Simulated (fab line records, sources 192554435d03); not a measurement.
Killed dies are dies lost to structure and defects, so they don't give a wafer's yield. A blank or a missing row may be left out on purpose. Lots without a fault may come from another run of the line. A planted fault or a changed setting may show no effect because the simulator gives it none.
Chamber matching | flow n5_finfet | N5_DUMMY_GATE_ALD_02 on ald_sin-01: 4 sister chambers
The step deposits SiO2, target thk 2 nm, pulse time 1 s. 22 wafers are shown with their chamber, then 11 later ones without.

WAFERS WITH THEIR CHAMBER
wafer  | chamber | heater_power_w (W) | precursor_pulse_height_rel
L074.1 | 0       | 501                | 0.998
L074.2 | 1       | 479                | 0.984
L074.3 | 2       | 434                | 0.983
L074.4 | 3       | 502                | 0.991
L074.5 | 2       | 421                | 0.999
L074.6 | 1       | 471                | 1.010
L082.1 | 1       | 478                | 1.001
L082.4 | 2       | 436                | 1.006
L082.5 | 3       | 504                | 0.968
L083.1 | 3       | 501                | 1.026
L083.5 | 3       | 508                | 0.992
L083.6 | 0       | 500                | 1.007
L085.3 | 2       | 433                | 0.992
L085.4 | 1       | 492                | 1.036
L085.5 | 0       | 498                | 1.009
L091.3 | 1       | 497                | 0.999
L091.4 | 0       | 491                | 0.983
L091.5 | 3       | 489                | 0.989
L093.3 | 1       | 483                | 0.988
L093.4 | 0       | 501                | 1.009
L093.6 | 3       | 516                | 1.015
L094.1 | 3       | 502                | 1.021

SIGNATURES (means of the wafers above)
reading                    | chamber 0 | chamber 1 | chamber 2 | chamber 3 | scatter within a chamber
heater_power_w             | 498.20    | 483.33    | 431.00    | 503.14    | 7.7
precursor_pulse_height_rel | 1.00120   | 1.00300   | 0.99500   | 1.00029   | 0.0169
Rule: a wafer's distance from a chamber is the root of the sum, over the readings, of the square of ((its reading less the chamber's mean) divided by the reading's scatter). The wafer belongs to the nearest chamber; if the next one is less than 2 further off, it can't be placed. The scatter: the root of (the sum of the squares of (reading less its chamber's mean) over the shown wafers, divided by (wafers less chambers)).

WAFERS WITHOUT THEIR CHAMBER
wafer  | heater_power_w (W) | precursor_pulse_height_rel
L094.2 | 524                | 0.993
L094.3 | 428                | 0.992
L094.4 | 479                | 0.973
L094.5 | 478                | 1.021
L094.6 | 433                | 0.985
L097.1 | 442                | 1.003
L097.2 | 497                | 1.000
L097.3 | 500                | 1.008
L097.4 | 514                | 1.026
L097.5 | 438                | 0.974
L097.6 | 512                | 0.995

WHICH CHAMBER EACH WENT THROUGH
wafer  | from the rows above          | in truth
L094.2 | can't be placed: 3 or 0      | 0
L094.3 | 2                            | 2
L094.4 | can't be placed: 1 or 0 or 3 | 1
L094.5 | can't be placed: 1 or 0      | 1
L094.6 | 2                            | 2
L097.1 | 2                            | 2
L097.2 | can't be placed: 0 or 3 or 1 | 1
L097.3 | can't be placed: 0 or 3 or 1 | 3
L097.4 | can't be placed: 3 or 0      | 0
L097.5 | 2                            | 2
L097.6 | can't be placed: 3 or 0      | 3
Placed correctly: 4 of 11. Can't be placed from these rows: 7 (the true chamber is among the candidates in 7). Placed wrongly: 0.
